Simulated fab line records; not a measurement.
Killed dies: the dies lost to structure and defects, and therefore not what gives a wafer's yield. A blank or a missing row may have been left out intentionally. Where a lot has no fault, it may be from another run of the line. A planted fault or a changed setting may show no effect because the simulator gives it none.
8D (eight disciplines) problem report, filled in by code	flow nand_harc	the parts of the form that need people (team, actions taken, sign-off) are left out

== 1. WHAT IS WRONG ==
A mean of 667 is read at NHARC_END_SORT_01 for killed_at_array, taken on 1 wafer of 1 lot, against 26 (standard deviation 9) on wafers free of any fault. Measured from the usual mean, that is +71 standard deviations.
First seen on wafer L136.2, day 21 12:05, on prober-01. Wafers with a number at this step in the record: 36, from 12 lots. Rule for "out" (also "out of limits"): further than 4 standard deviations from the usual mean. Any other wafer with a number is counted as sound.

== 2. WHAT IT IS, WHAT IT ISN'T ==
question	is	is not
which readings at this step	killed_at_array, killed_dies	killed_at_periphery, killed_open, killed_short
which lots	L136	L126, L127, L129, L131, L133, L138, L143, L144, L146, L148, L149
which wafers of those lots	L136.2	L136.1, L136.6
read on which gauges	prober-01	prober-02
when	from day 21 12:05	up to then (16 sound wafers); but 19 sound wafers of L136, L138, L143, L144, L146, L148, L149 came after

== 3. SUSPECTS, AND WHAT RULES EACH OUT ==
Counting: if a tool at a process step up to the reading ran every lot that is out, it stays a suspect. Sound lots after the first of them don't rule it out here, since some wafers of a struck lot are sound.
- the gauge at NHARC_END_SORT_01 has been ruled out. All the wafers that are out were read on prober-01, but those of them that NHARC_A_STAIRCASE_ETCH_232 has rows for are out there too, on other tools.
- rie_diel-06 at NHARC_A_STAIRCASE_DESCUM_219 (chemistry O2, time 3 s): kept. It processed L136, the lot that is out, at day 13 15:45, and its most recent sound lot before then was L127 at day 10 23:52.
- rie_diel-06 at NHARC_A_STAIRCASE_ETCH_221 (etches the open film in C4F8/O2, target depth 100 nm, time 40.5 s): kept. It processed L136, the lot that is out, at day 13 17:30, and its most recent sound lot before then was L127 at day 11 01:25. With no start given for some of its lots, NHARC_A_STAIRCASE_ETCH_221 uses the hours and lot order of NHARC_A_STAIRCASE_ETCH_232.
- rie_diel-06 at NHARC_A_STAIRCASE_TRIM_222 (chemistry O2, time 211.2 s): kept. It processed L136, the lot that is out, at day 13 17:30, and its most recent sound lot before then was L127 at day 11 01:25. With no start given for some of its lots, NHARC_A_STAIRCASE_TRIM_222 uses the hours and lot order of NHARC_A_STAIRCASE_ETCH_232.
- rie_diel-07 at NHARC_A_STAIRCASE_ETCH_232 (etches the open film in C4F8/O2, target depth 100 nm, time 40.5 s): kept. It processed L136, the lot that is out, at day 13 17:30, and its most recent sound lot before then was L131 at day 12 10:11. Its own readings are out on those wafers: run_length_s.
- In rie_diel-06 at NHARC_A_STAIRCASE_DESCUM_219, the wafers that are out were processed in chamber 3 and their sound lot-mates in chambers 0, 1.
- In rie_diel-06 at NHARC_A_STAIRCASE_ETCH_221, the wafers that are out were processed in chamber 1 and their sound lot-mates in chambers 0, 2.
- Within rie_diel-06 at NHARC_A_STAIRCASE_TRIM_222: the wafers that are out ran in chamber 0; their sound lot-mates ran in chamber 2.
- In rie_diel-07 at NHARC_A_STAIRCASE_ETCH_232, the wafers that are out were processed in chamber 0 and their sound lot-mates in chambers 1, 2.
Left after counting: rie_diel-06 at NHARC_A_STAIRCASE_DESCUM_219, rie_diel-06 at NHARC_A_STAIRCASE_ETCH_221, rie_diel-06 at NHARC_A_STAIRCASE_TRIM_222, rie_diel-07 at NHARC_A_STAIRCASE_ETCH_232.

== 4. THE CAUSE (what the simulator had put in) ==
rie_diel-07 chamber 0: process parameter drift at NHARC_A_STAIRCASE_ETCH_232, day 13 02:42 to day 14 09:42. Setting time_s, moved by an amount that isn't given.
Counting leaves 4 suspects; this tool is one of them.

== 5. SEQUENCE OF EFFECTS, ordered by route ==
Each row: a reading where the mean over the struck wafers with a number is more than 3 standard deviations away from the usual. Scope: only readings with a usual standard deviation given in the record; hours: median across lots of the time from each lot's start at the first step in this table that gives one to its start at this step; sigmas: change in usual standard deviations.
hours	step	reading	usual	on struck wafers	change	sigmas
0	NHARC_A_STAIRCASE_ETCH_232	run_length_s	61.9 s	50.1	-11.8	-31
187	NHARC_END_SORT_01	killed_at_array	26	667	+641	+71
187	NHARC_END_SORT_01	killed_dies	30	677	+647	+71
Here are the process steps it includes:
- NHARC_A_STAIRCASE_ETCH_232: etches the open film in C4F8/O2, target depth 100 nm, time 40.5 s.

== 6. WHAT WOULD HAVE CAUGHT IT SOONER ==
201 hours passed between the start of the fault at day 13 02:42 and the first reading out of limits at a measuring or inspecting step in this record, taken at day 21 12:05.
The tool's own readings at NHARC_A_STAIRCASE_ETCH_232 were out on every struck wafer that the step has a row for (run_length_s): an alarm limit on them would have fired on the first of those.
The start of NHARC_A_STAIRCASE_ETCH_232 on rie_diel-07 came by day 21 12:05 for every one of the lots that are out (1). A hold on the tool at that time would have spared none of them.
